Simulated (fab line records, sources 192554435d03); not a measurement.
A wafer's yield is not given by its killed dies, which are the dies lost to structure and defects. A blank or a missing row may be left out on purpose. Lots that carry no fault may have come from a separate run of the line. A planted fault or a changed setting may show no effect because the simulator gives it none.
Chamber matching ; flow n5 finfet ; N5_BEOL_M10_PECVD_70 on pecvd-03: 3 sister chambers
The step deposits SiO2 from TEOS/O2, target thk 20 nm, time 22.7 s. 3 wafers are shown with their chamber, then 7 later ones without.

EACH WAFER AND ITS CHAMBER
wafer;chamber;throttle valve pct (%)
L521.5;2;20.1
L527.1;1;24.1
L527.2;0;22.0

WAFERS WITHOUT THEIR CHAMBER
wafer;throttle valve pct (%)
L527.4;24.1
L532.1;20.6
L532.4;20.6
L532.6;21.8
L533.2;24.1
L533.3;20.8
L533.6;24.4

THE CHAMBER EACH PASSED THROUGH
wafer;from the rows above;in truth
L527.4;1;1
L532.1;2;2
L532.4;2;2
L532.6;0;0
L533.2;1;1
L533.3;can't be placed: 2 or 0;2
L533.6;1;1
Correct placement for 6 of the 7. Cannot be placed on the basis of these rows: 1; the candidates contain the true chamber in 1. 0 placed wrongly.
How it was worked out, from the rows above alone: a wafer's distance from a chamber is the root of the sum, over the readings, of the square of ((its reading less the chamber's mean) divided by the reading's scatter). If the next closest chamber is less than 2 further off than the closest, the wafer can't be placed; otherwise it belongs to the closest. For every chamber, the mean is computed from those of its wafers that are shown. The scatter: root of mean squared gap, hidden wafer to nearest shown wafer, with one shown wafer a chamber.
